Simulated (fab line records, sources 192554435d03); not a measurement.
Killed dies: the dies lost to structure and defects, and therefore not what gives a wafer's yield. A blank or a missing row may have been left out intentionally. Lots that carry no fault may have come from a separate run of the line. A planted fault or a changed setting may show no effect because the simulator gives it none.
fab line records	flow n5-finfet
record lots=7	wafers=21
route steps=1938 shown BEOL_M4@1100 BEOL_M6@1194 BEOL_M7@1280
start-h: hours from the record's first day to the start of the lot's first wafer shown	wait-h: hours since the lot's step before	" same as the row above	L1.1+2: a row that stands for several wafers	- no value present, or no start provided	* or withheld: withheld	< > ~ a bound
route shown NAME@n: names a module that has steps shown in the file, with the first one's number in the route	usual: mean/standard deviation of fault-free wafers	same: alike in all rows	chamber/n: place in a boat	sites: readings site by site	_std_site: standard deviation across them	_edge_site: inner sites' mean taken away from outer sites' mean	radius-mm: for every site, how far away it sits from the centre of the wafer	mask NAME#n: copy n	behind: the tool/chamber that last shaped the wafer	hold: why the lot was held/for how many hours/how that ended	device: the n, p or np transistor that did not switch	end of line: at the end of the route, the tests of the same wafers	where a step has no rows: the recipe by itself	killed: not the wafer's yield, but the dies lost to structure and defects at the first sort	map: a wafer's dies, marking killed ones x, the rest . and places with no die _
set.NAME: the setting as run; set.NAME@STEP: as run at that earlier step	model.NAME: the simulator's own value behind a step, which no gauge read
lots whose settings were changed on purpose; a table a step, a row a wafer
## steps
# step N5_BEOL_M4_SPUTTER_96
# recipe material=Cu	target-thk-a=45	temp-c=-20	chamber-pressure-pa=0.07	power-w=withheld	time-s=8.29
lot.wafer	tool	chamber	start-h	wait-h	set.time-s
L077.1+2	pvd-sputter-01	-	178.61	0.1	7.532
L077.3	"	-	"	"	8.29
L081.1	pvd-sputter-02	-	203.58	0.1	8.961
L081.4+5	"	-	"	"	8.29
L084.4+5	pvd-sputter-02	-	208.62	0.1	8.29
L084.6	"	-	"	"	9.128
L086.1+5	pvd-sputter-01	-	228.17	0.1	8.29
L086.3	"	-	"	"	7.517
L088.4+6	pvd-sputter-01	-	244.55	0.1	8.818
L088.5	"	-	"	"	8.29
L091.1+2+5	pvd-sputter-02	-	252.70	0.1	8.29
L094.1+3	pvd-sputter-02	-	272.10	0.1	8.29
L094.5	"	-	"	"	7.521
# step N5_BEOL_M4_ECD_50
# recipe material=Cu	target-thk-a=3000
# step N5_BEOL_M4_ANNEAL_51
# recipe temp-c=225	time-s=90	ambient=N2
# step N5_BEOL_M4_CMP_52
# recipe stop-on=SiOC	t-overpolish-s=6.8	down-force-psi=1	platen-rpm=50	clearing-platen-down-force-psi=1.5	clearing-platen-rpm=50	post-cmp-clean=cu-alkaline	target-thk-nm=40	clearing-platen-pad-velocity-m-s=0.99484	pad-velocity-m-s=0.99484
lot.wafer	tool	chamber	start-h	wait-h	set.time-s@BEOL_M4_TRENCH_ETCH_37	model.Cu_of_BEOL_M4_ECD_50.thk-nm
L077.2	cmp-04	3	179.32	0.4	33.98	-
L077.1	"	0	"	"	29.2	-
L077.3	"	1	"	"	33.98	48.6
L081.1	cmp-03	2	204.08	0.3	29.2	-
L081.4	"	0	"	"	29.2	38.8
L081.5	"	2	"	"	35.17	51.4
L084.4	cmp-01	1	210.33	0.2	29.2	38.8
L084.5	"	3	"	"	29.2	-
L084.6	"	0	"	"	33.73	-
L086.3	cmp-03	0	228.74	0.2	29.2	-
L086.1	"	1	"	"	33.27	46.2
L086.5	"	3	"	"	29.2	41.6
L088.4+6	cmp-03	1	245.14	0.2	26.43	-
L088.5	"	0	"	"	29.2	-
L091.1	cmp-04	0	253.24	0.3	29.2	38.4
L091.2	"	1	"	"	29.2	39.8
L091.5	"	3	"	"	29.2	37.8
L094.3	cmp-04	2	272.71	0.3	29.2	42.2
L094.1	"	0	"	"	29.2	39.6
L094.5	"	2	"	"	29.2	-
# step N5_BEOL_M4_PRE_CLEAN_60
# recipe gas=NH3/H2	time-s=15	temp-c=*	rf-power-w=300
# step N5_BEOL_M4_PRE_CLEAN_56
# recipe gas=NH3	time-s=15	temp-c=withheld	rf-power-w=300
# step N5_BEOL_M4_DEP_57
# recipe material=SiCN	target-thk-a=80	temp-c=withheld	precursor=3MS/NH3	pressure-torr=3	rf-w=202	time-s=14
# step N5_BEOL_M4_RS_MEAS_58
# recipe thk-meas-gauge=four-point-probe	reads=Co_of_BEOL_M4_CO_CAP_55+Cu_of_BEOL_M4_ECD_50+Co_of_BEOL_M4_CVD_47+TaN_of_BEOL_M4_ALD_84
# usual M4_RS=0.68/0.032
lot.wafer	tool	chamber	start-h	wait-h	set.time-s@BEOL_M4_TRENCH_ETCH_37	M4_RS[ohm/sq]
L077.1	film-metro-02	-	179.84	0.0	29.2	0.69
L077.2	"	-	"	"	33.98	0.57
L077.3	"	-	"	"	33.98	0.53
L081.1	film-metro-01	-	204.67	0.1	29.2	0.69
L081.4	"	-	"	"	29.2	0.69
L081.5	"	-	"	"	35.17	0.49
L084.4	film-metro-01	-	210.84	0.1	29.2	0.69
L084.5	"	-	"	"	29.2	0.68
L084.6	"	-	"	"	33.73	0.51
L086.1	film-metro-01	-	229.23	0.0	33.27	0.56
L086.3	"	-	"	"	29.2	0.68
L086.5	"	-	"	"	29.2	0.64
L088.4	film-metro-02	-	245.66	0.0	26.43	0.83
L088.5	"	-	"	"	29.2	0.66
L088.6	"	-	"	"	26.43	0.75
L091.1	film-metro-02	-	253.76	0.0	29.2	0.71
L091.2	"	-	"	"	29.2	0.68
L091.5	"	-	"	"	29.2	0.72
L094.1	film-metro-01	-	273.29	0.0	29.2	0.68
L094.3	"	-	"	"	29.2	0.63
L094.5	"	-	"	"	29.2	0.62
# step N5_BEOL_M6_ILD_DEP_00
# recipe material=SiCOH_lowk	target-thk-a=1797.5	temp-c=300	precursor=DEMS/porogen	pressure-torr=5	rf-w=500	time-s=33.4
lot.wafer	tool	chamber	start-h	wait-h	set.time-s	model.SiCOH_lowk_of_BEOL_M6_ILD_DEP_00.thk-nm
L077.1	pecvd-01	2	190.34	0.0	33.4	181
L077.2	"	0	"	"	33.4	179
L077.3	"	1	"	"	33.4	178.6
L081.1	pecvd-01	1	214.82	0.0	33.4	179.6
L081.4	"	2	"	"	31.88	178.2
L081.5	"	1	"	"	33.4	185
L084.4+6	pecvd-02	1,0	225.40	0.1	29.81	162.6
L084.5	"	1	"	"	29.81	161.2
L086.1	pecvd-04	2	244.43	0.0	33.4	180.6
L086.3	"	0	"	"	33.4	176
L086.5	"	2	"	"	29.53	158.8
L088.4	pecvd-02	2	258.84	0.1	33.4	183.2
L088.5	"	0	"	"	31.99	173.4
L088.6	"	1	"	"	31.99	170.2
L091.1	pecvd-04	2	266.58	0.0	33.4	178.6
L091.2	"	0	"	"	33.4	177.4
L091.5	"	1	"	"	33.4	182
L094.1	pecvd-01	1	284.91	0.0	30.66	164.4
L094.3	"	0	"	"	30.66	165.4
L094.5	"	1	"	"	33.4	180.4
# step N5_BEOL_M6_CURE_74
# recipe temp-c=385	time-s=240	ambient=He/Ar	material=SiCOH_lowk
lot.wafer	tool	chamber	start-h	wait-h	set.time-s@BEOL_M6_ILD_DEP_00	model.SiCOH_lowk_of_BEOL_M6_ILD_DEP_00.thk-nm
L077.1	uv-cure-02	1	190.41	0.0	33.4	156.2
L077.2	"	1	"	"	33.4	154.4
L077.3	"	1	"	"	33.4	154
L081.1	uv-cure-03	1	215.64	0.8	33.4	154.8
L081.4	"	1	"	"	31.88	153.6
L081.5	"	1	"	"	33.4	159.4
L084.4	uv-cure-03	0	225.70	0.3	29.81	140
L084.5	"	0	"	"	29.81	138.8
L084.6	"	0	"	"	29.81	140.2
L086.1	uv-cure-03	1	244.50	0.0	33.4	155.8
L086.3	"	1	"	"	33.4	151.6
L086.5	"	1	"	"	29.53	136.8
L088.4	uv-cure-01	0	259.12	0.3	33.4	158
L088.5	"	0	"	"	31.99	149.6
L088.6	"	0	"	"	31.99	146.6
L091.1	uv-cure-03	2	266.64	0.0	33.4	154
L091.2	"	2	"	"	33.4	152.8
L091.5	"	2	"	"	33.4	157
L094.1	uv-cure-01	1	284.97	0.0	30.66	141.6
L094.3	"	1	"	"	30.66	142.4
L094.5	"	1	"	"	33.4	155.6
# step N5_BEOL_M6_THK_MEAS_01
# recipe reads=SiCOH_lowk_of_BEOL_M6_ILD_DEP_00
# usual M6_ILD_THK=155.4/2.2
lot.wafer	tool	chamber	start-h	wait-h	set.time-s@BEOL_M6_ILD_DEP_00	M6_ILD_THK[nm]
L077.1	film-metro-01	-	190.92	0.4	33.4	156.1
L077.2	"	-	"	"	33.4	154.3
L077.3	"	-	"	"	33.4	154.0
L081.1	film-metro-01	-	217.60	1.6	33.4	154.8
L081.4	"	-	"	"	31.88	153.7
L081.5	"	-	"	"	33.4	159.6
L084.4	film-metro-01	-	225.97	0.2	29.81	139.9
L084.5	"	-	"	"	29.81	138.7
L084.6	"	-	"	"	29.81	140.2
L086.1	film-metro-02	-	245.01	0.4	33.4	155.8
L086.3	"	-	"	"	33.4	151.6
L086.5	"	-	"	"	29.53	136.7
L088.4	film-metro-02	-	259.39	0.2	33.4	158.0
L088.5	"	-	"	"	31.99	149.5
L088.6	"	-	"	"	31.99	146.8
L091.1	film-metro-01	-	267.16	0.4	33.4	153.9
L091.2	"	-	"	"	33.4	153.0
L091.5	"	-	"	"	33.4	157.0
L094.1	film-metro-01	-	285.48	0.4	30.66	141.6
L094.3	"	-	"	"	30.66	142.5
L094.5	"	-	"	"	33.4	155.6
# step N5_BEOL_M6_EXPOSE_08
# recipe mask-id=M6	na=1.35	source-shape=dipole	sigma-inner=0.817	sigma-outer=0.97	polarization=te	dose-mj=68.25
lot.wafer	tool	chamber	start-h	wait-h	mask	set.dose-mj
L077.1+2	arfi-scanner-01	0	192.23	-	M6#0	64.53
L077.3	"	0	"	"	M6#0	68.25
L081.1+4	arfi-scanner-02	0	218.47	-	M6#0	71.11
L081.5	"	0	"	"	M6#0	68.25
L084.4	arfi-scanner-02	0	227.82	-	M6#0	68.25
L084.5+6	"	0	"	"	M6#0	64.24
L086.1	arfi-scanner-01	0	245.93	-	M6#0	66.04
L086.3+5	"	0	"	"	M6#0	68.25
L088.4	arfi-scanner-02	0	260.25	-	M6#0	68.25
L088.5+6	"	0	"	"	M6#0	71.16
L091.1+2+5	arfi-scanner-03	0	268.01	-	M6#0	68.25
L094.1+3+5	arfi-scanner-02	0	287.51	-	M6#0	70.2
# step N5_BEOL_M6_PEB_09
# recipe peb-temp-c=withheld	peb-time-s=60	resist=CAR-ArF
# step N5_BEOL_M6_DEVELOP_10
# recipe develop-time-s=30	developer=TMAH	resist=CAR-ArF	rinse-liquid=diw	dry=air-spin	dev-temp-c=23
# step N5_BEOL_M6_CD_MEAS_11
# recipe target-cd-nm=38.5	landing-energy-ev=500	detector=se-inlens	polarity=opening
# usual cd-nm=38.6/0.62
lot.wafer	tool	chamber	start-h	wait-h	set.dose-mj@BEOL_M6_EXPOSE_08	cd-nm
L077.1	cd-sem-01	0	192.35	-	64.53	36.0
L077.2	"	0	"	"	64.53	36.1
L077.3	"	0	"	"	68.25	38.7
L081.1	cd-sem-01	0	218.60	-	71.11	39.5
L081.4	"	0	"	"	71.11	41.3
L081.5	"	0	"	"	68.25	38.1
L084.4	cd-sem-01	0	227.93	-	68.25	38.8
L084.5	"	0	"	"	64.24	35.7
L084.6	"	0	"	"	64.24	35.4
L086.1	cd-sem-02	0	246.06	-	66.04	37.5
L086.3	"	0	"	"	68.25	38.5
L086.5	"	0	"	"	68.25	38.9
L088.4	cd-sem-03	0	260.36	-	68.25	38.2
L088.5	"	0	"	"	71.16	41.2
L088.6	"	0	"	"	71.16	41.1
L091.1	cd-sem-02	0	268.14	-	68.25	39.4
L091.2	"	0	"	"	68.25	39.2
L091.5	"	0	"	"	68.25	39.7
L094.1	cd-sem-02	0	287.64	-	70.2	39.9
L094.3	"	0	"	"	70.2	39.1
L094.5	"	0	"	"	70.2	39.9
# step N5_BEOL_M6_DESCUM_16
# recipe chemistry=O2	time-s=7.9	source-power-w=50	bias-power-w=20	pressure-mtorr=20	rf-frequency-hz=2.712e+07	temp-c=40	resist=CAR-ArF	o2-flow-sccm=225
# step N5_BEOL_M6_ETCH_61
# recipe chemistry=CF4	target=SiARC	target-depth-a=455	mask-material=CAR-ArF	time-s=75.8	ion-energy-ev=80	pressure-mtorr=40	source-w=545	bias-w=36	Ar_flow_sccm=100	cf4-flow-sccm=100	ends=cleared
lot.wafer	tool	chamber	start-h	wait-h	set.dose-mj@BEOL_M6_EXPOSE_08	model.BEOL_M6.cd-offset-nm
L077.1	rie-diel-04	0	192.51	0.0	64.53	-2.2
L077.2	"	3	"	"	64.53	-2
L077.3	"	1	"	"	68.25	0
L081.1	rie-diel-06	0	218.82	0.0	71.11	1.2
L081.4	"	0	"	"	71.11	2.4
L081.5	"	2	"	"	68.25	-0.4
L084.4	rie-diel-02	3	228.43	0.0	68.25	0.2
L084.5	"	3	"	"	64.24	-3.2
L084.6	"	2	"	"	64.24	-2.8
L086.1	rie-diel-04	1	246.18	0.0	66.04	-1.6
L086.3	"	0	"	"	68.25	0.2
L086.5	"	0	"	"	68.25	0.4
L088.4	rie-diel-04	0	260.74	0.0	68.25	0.2
L088.5	"	3	"	"	71.16	3
L088.6	"	2	"	"	71.16	2.6
L091.1	rie-diel-04	1	268.27	0.0	68.25	0.4
L091.2+5	"	3,1	"	"	68.25	0.6
L094.1+3	rie-diel-04	1,3	287.79	0.0	70.2	1.2
L094.5	"	2	"	"	70.2	1.6
# step N5_BEOL_M6_ETCH_62
# recipe chemistry=N2/H2	target=SOC	target-depth-a=1100	overetch-a=220	mask-material=SiARC	temp-c=40	time-s=165	ion-energy-ev=200	pressure-mtorr=30	source-w=840	bias-w=150	n2-flow-sccm=200	h2-flow-sccm=200
lot.wafer	tool	chamber	start-h	wait-h	set.time-s
L077.1+2+3	rie-diel-04	0,3,1	192.56	0.0	155.1
L081.1+4+5	rie-diel-06	0,0,2	218.87	0.0	165
L084.4+5+6	rie-diel-02	3,3,2	228.48	0.0	165
L086.1+3+5	rie-diel-04	1,0,0	246.24	0.0	165
L088.4+5	rie-diel-04	0,3	260.80	0.0	165
L088.6	"	2	"	"	193.6
L091.1+2+5	rie-diel-04	1,3,1	268.33	0.0	165
L094.1+5	rie-diel-04	1,2	287.85	0.0	165
L094.3	"	3	"	"	144.5
# step N5_BEOL_M6_STRIP_68
# recipe chemistry=N2/H2	temp-c=40	n2-flow-sccm=200	h2-flow-sccm=200	rf-frequency-hz=6e+07
# step N5_BEOL_M6_STRIP_67
# recipe chemistry=CF4	resist=SiARC	power-w=300	bias-power-w=75	pressure-mtorr=50	cf4-flow-sccm=150	rf-frequency-hz=6e+07
# step N5_BEOL_M6_HM_OPEN_17
# recipe chemistry=Cl2/BCl3	target-depth-a=200	overetch-a=60	target=TiN	mask-material=SOC	ion-energy-ev=150	pressure-mtorr=10	icp-w=1000	bias-w=126	Cl2_flow_sccm=53.25	bcl3-flow-sccm=21.75	Ar_flow_sccm=25
lot.wafer	tool	chamber	start-h	wait-h	set.dose-mj@BEOL_M6_EXPOSE_08	model.BEOL_M6.cd-offset-nm
L077.1	rie-metal-01	0	192.75	0.0	64.53	-2.4
L077.2	"	1	"	"	64.53	-2.2
L077.3	"	0	"	"	68.25	-0.2
L081.1	rie-metal-01	0	219.06	0.0	71.11	1.2
L081.4	"	1	"	"	71.11	2.6
L081.5	"	1	"	"	68.25	-0.4
L084.4	rie-metal-03	0	228.70	0.1	68.25	-0.4
L084.5	"	0	"	"	64.24	-3.8
L084.6	"	1	"	"	64.24	-2.6
L086.1	rie-metal-02	1	246.42	0.0	66.04	-1.6
L086.3	"	0	"	"	68.25	-0.4
L086.5	"	0	"	"	68.25	0
L088.4	rie-metal-03	1	261.02	0.1	68.25	-0.2
L088.5	"	1	"	"	71.16	2.8
L088.6	"	0	"	"	71.16	3.2
L091.1	rie-metal-02	1	268.51	0.0	68.25	0.2
L091.2+5	"	0	"	"	68.25	0.4
L094.1	rie-metal-01	1	288.03	0.0	70.2	0.8
L094.3	"	0	"	"	70.2	0.6
L094.5	"	1	"	"	70.2	1.4
# step N5_BEOL_M6_STRIP_19
# recipe chemistry=O2	power-w=400	temp-c=40	pressure-mtorr=30	rf-frequency-hz=6e+07	bias-power-w=0	overash-fraction=0.2	o2-flow-sccm=225
# step N5_BEOL_M6_CD_MEAS_18
# recipe pitch-nm=80	target-cd-nm=40
# usual cd-nm=40.1/0.67
lot.wafer	tool	chamber	start-h	wait-h	set.dose-mj@BEOL_M6_EXPOSE_08	cd-nm
L077.1	cd-sem-01	-	192.93	0.0	64.53	37.5
L077.2	"	-	"	"	64.53	37.6
L077.3	"	-	"	"	68.25	39.8
L081.1	cd-sem-02	-	219.24	0.0	71.11	41.4
L081.4	"	-	"	"	71.11	42.8
L081.5	"	-	"	"	68.25	40.0
L084.4	cd-sem-01	-	228.86	0.0	68.25	39.9
L084.5	"	-	"	"	64.24	36.1
L084.6	"	-	"	"	64.24	37.8
L086.1	cd-sem-03	-	246.60	0.0	66.04	38.7
L086.3	"	-	"	"	68.25	39.5
L086.5	"	-	"	"	68.25	39.5
L088.4	cd-sem-03	-	261.17	0.1	68.25	39.8
L088.5	"	-	"	"	71.16	43.0
L088.6	"	-	"	"	71.16	43.1
L091.1	cd-sem-01	-	268.69	0.0	68.25	40.0
L091.2	"	-	"	"	68.25	40.9
L091.5	"	-	"	"	68.25	40.4
L094.1	cd-sem-03	-	288.21	0.0	70.2	40.7
L094.3	"	-	"	"	70.2	40.6
L094.5	"	-	"	"	70.2	41.1
# step N5_BEOL_M6_COAT_63
# recipe resist=SOC	temp-c=250	time-s=60	spin-rpm=1500	resist-thk-nm=60
# step N5_BEOL_M6_COAT_64
# recipe resist=SiARC	temp-c=220	time-s=60	spin-rpm=1500	resist-thk-nm=12
# step N5_BEOL_M6_PRECLEAN_42
# recipe chemistry=residue-remover	time-s=60	temp-c=40
# step N5_BEOL_M6_SRD_43
# recipe time-s=30	temp-c=23	rinse-liquid=diw	dry=ipa-marangoni
# step N5_BEOL_M6_CD_MEAS_35
# recipe target-cd-nm=40	target-cd-y-nm=28	polarity=opening
# usual cd-nm=40.1/0.73
lot.wafer	tool	chamber	start-h	wait-h	set.dose-mj@BEOL_M6_EXPOSE_08	cd-nm
L077.1	cd-sem-03	-	194.40	0.0	64.53	37.6
L077.2	"	-	"	"	64.53	37.9
L077.3	"	-	"	"	68.25	39.9
L081.1	cd-sem-03	-	221.99	0.0	71.11	40.9
L081.4	"	-	"	"	71.11	42.7
L081.5	"	-	"	"	68.25	39.4
L084.4	cd-sem-02	-	230.71	0.0	68.25	39.7
L084.5	"	-	"	"	64.24	36.2
L084.6	"	-	"	"	64.24	37.7
L086.1	cd-sem-01	-	249.38	0.0	66.04	38.3
L086.3	"	-	"	"	68.25	39.3
L086.5	"	-	"	"	68.25	39.7
L088.4	cd-sem-03	-	262.95	0.0	68.25	39.9
L088.5	"	-	"	"	71.16	42.8
L088.6	"	-	"	"	71.16	43.3
L091.1	cd-sem-03	-	270.68	0.0	68.25	40.4
L091.2	"	-	"	"	68.25	40.5
L091.5	"	-	"	"	68.25	40.4
L094.1	cd-sem-03	-	290.74	0.0	70.2	40.4
L094.3	"	-	"	"	70.2	40.7
L094.5	"	-	"	"	70.2	41.5
# step N5_BEOL_M7_ETCH_61
# recipe chemistry=CF4	target=SiARC	target-depth-a=455	mask-material=CAR-ArF	time-s=75.8	ion-energy-ev=80	pressure-mtorr=40	source-w=545	bias-w=36	Ar_flow_sccm=100	cf4-flow-sccm=100	ends=cleared
# usual etch-rf-on-time-s=75.4/1.7	rf-vpp-V=183.9/1.1
lot.wafer	tool	chamber	start-h	wait-h	set.source-w	etch-rf-on-time-s	rf-vpp-V
L077.1	rie-diel-05	2	200.68	0.0	545	72.8	185.0
L077.2	"	0	"	"	545	73.5	182.6
L077.3	"	1	"	"	545	76.5	185.5
L081.1	rie-diel-03	2	226.24	0.0	545	76.4	184.1
L081.4	"	3	"	"	545	77.9	185.5
L081.5	"	1	"	"	545	77.0	182.3
L084.4	rie-diel-01	3	235.25	0.0	581.5	71.2	179.2
L084.5	"	0	"	"	545	74.5	183.2
L084.6	"	1	"	"	581.5	69.4	180.9
L086.1	rie-diel-05	1	253.54	0.0	545	76.2	186.3
L086.3	"	2	"	"	461.4	84.3	195.6
L086.5	"	0	"	"	545	73.0	182.2
L088.4	rie-diel-03	2	268.12	0.0	545	75.9	183.2
L088.5	"	1	"	"	545	76.4	184.0
L088.6	"	0	"	"	545	79.9	182.8
L091.1	rie-diel-03	0	275.60	0.0	545	79.5	183.0
L091.2	"	1	"	"	545	76.4	184.5
L091.5	"	2	"	"	545	76.0	182.8
L094.1	rie-diel-03	2	295.07	0.0	545	75.4	181.5
L094.3	"	3	"	"	642.2	63.3	175.2
L094.5	"	3	"	"	642.2	63.4	174.9
# step N5_BEOL_M7_COAT_64
# recipe resist=SiARC	temp-c=220	time-s=60	spin-rpm=1500	resist-thk-nm=12
lot.wafer	tool	chamber	start-h	wait-h	set.spin-rpm	model.SiARC_of_BEOL_M7_COAT_64.thk-nm
L077.1	litho-track-03	0	-	-	1354	12.6
L077.2+3	"	0	"	"	1500	12
L081.1	litho-track-01	0	-	-	1567	11.8
L081.4+5	"	0	"	"	1500	12
L084.4+5+6	litho-track-01	0	-	-	1500	12
L086.1+5	litho-track-02	0	-	-	1500	12
L086.3	"	0	"	"	1601	11.6
L088.4+5+6	litho-track-01	0	-	-	1500	12
L091.1+2+5	litho-track-03	0	-	-	1500	12
L094.1+3	litho-track-01	0	-	-	1500	12
L094.5	"	0	"	"	1596	11.6
# step N5_BEOL_M7_COAT_71
# recipe resist=underlayer	temp-c=205	time-s=60	spin-rpm=1500	resist-thk-nm=5
# step N5_BEOL_M7_COAT_22
# recipe resist=CAR-EUV	spin-rpm=1500	resist-thk-nm=30
# step N5_BEOL_M7_DESCUM_33
# recipe chemistry=O2	time-s=7	source-power-w=50	bias-power-w=20	pressure-mtorr=20	rf-frequency-hz=2.712e+07	temp-c=40	resist=CAR-EUV	o2-flow-sccm=225
# step N5_BEOL_M7_ETCH_72
# recipe chemistry=N2/H2	target=underlayer	target-depth-a=65	mask-material=CAR-EUV	time-s=5.2	ion-energy-ev=200	pressure-mtorr=30	source-w=840	bias-w=150	n2-flow-sccm=200	h2-flow-sccm=200	ends=cleared
# step N5_BEOL_M7_ETCH_65
# recipe chemistry=CF4	target=SiARC	target-depth-a=156	mask-material=CAR-EUV	time-s=26	ion-energy-ev=80	pressure-mtorr=40	source-w=545	bias-w=36	Ar_flow_sccm=100	cf4-flow-sccm=100	ends=cleared
lot.wafer	tool	chamber	start-h	wait-h	set.spin-rpm@BEOL_M7_COAT_64	model.etch.depth-nm
L077.1	rie-diel-03	0	204.90	0.0	1354	12.64
L077.2+3	"	2,3	"	"	1500	12.01
L081.1	rie-diel-01	2	227.44	0.0	1567	11.77
L081.4	"	3	"	"	1500	12.03
L081.5	"	3	"	"	1500	12.04
L084.4	rie-diel-01	0	236.16	0.0	1500	12.04
L084.5	"	3	"	"	1500	12.01
L084.6	"	1	"	"	1500	11.99
L086.1	rie-diel-05	3	257.34	0.0	1500	12.04
L086.3	"	2	"	"	1601	11.64
L086.5	"	0	"	"	1500	12.02
L088.4+6	rie-diel-05	0,1	270.11	0.0	1500	12.05
L088.5	"	0	"	"	1500	12.06
L091.1	rie-diel-05	3	277.27	0.0	1500	11.96
L091.2	"	2	"	"	1500	11.99
L091.5	"	1	"	"	1500	11.93
L094.1	rie-diel-05	1	296.36	0.0	1500	11.98
L094.3	"	3	"	"	1500	12
L094.5	"	0	"	"	1596	11.61
## key
split step=N5_BEOL_M4_SPUTTER_96	setting=time-s	stated=8.29	by=wafer
response none clear
split step=N5_BEOL_M6_ILD_DEP_00	setting=time-s	stated=33.4	by=wafer
response step=N5_BEOL_M6_ILD_DEP_00	reading=model.SiCOH_lowk_of_BEOL_M6_ILD_DEP_00.thk-nm	change=+1.75	per=1%	r=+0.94
response step=N5_BEOL_M6_CURE_74	reading=model.SiCOH_lowk_of_BEOL_M6_ILD_DEP_00.thk-nm	change=+1.52	per=1%	r=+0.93
response step=N5_BEOL_M6_THK_MEAS_01	reading=M6_ILD_THK	change=+1.52	per=1%	r=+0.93
split step=N5_BEOL_M6_EXPOSE_08	setting=dose-mj	stated=68.25	by=wafer
response step=N5_BEOL_M6_CD_MEAS_11	reading=cd-nm	change=+0.541	per=1%	r=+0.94
response step=N5_BEOL_M6_ETCH_61	reading=model.BEOL_M6.cd-offset-nm	change=+0.513	per=1%	r=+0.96
response step=N5_BEOL_M6_HM_OPEN_17	reading=model.BEOL_M6.cd-offset-nm	change=+0.504	per=1%	r=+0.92
response step=N5_BEOL_M6_CD_MEAS_18	reading=cd-nm	change=+0.498	per=1%	r=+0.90
response step=N5_BEOL_M6_CD_MEAS_35	reading=cd-nm	change=+0.497	per=1%	r=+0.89
split step=N5_BEOL_M6_ETCH_62	setting=time-s	stated=165	by=wafer
response none clear
split step=N5_BEOL_M7_ETCH_61	setting=source-w	stated=545	by=wafer
response step=N5_BEOL_M7_ETCH_61	reading=etch-rf-on-time-s	change=*	per=1%	r=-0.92
response step=N5_BEOL_M7_ETCH_61	reading=rf-vpp-V	change=-0.522	per=1%	r=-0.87
split step=N5_BEOL_M7_COAT_64	setting=spin-rpm	stated=1500	by=wafer
response step=N5_BEOL_M7_COAT_64	reading=model.SiARC_of_BEOL_M7_COAT_64.thk-nm	change=-0.0596	per=1%	r=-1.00
response step=N5_BEOL_M7_ETCH_65	reading=model.etch.depth-nm	change=-0.0612	per=1%	r=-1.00
split outside-this-file step=N5_BEOL_M4_TRENCH_ETCH_37 setting=time-s
# split outside-this-file: this setting was split too, and the file shows its column; the key of that split is in another file
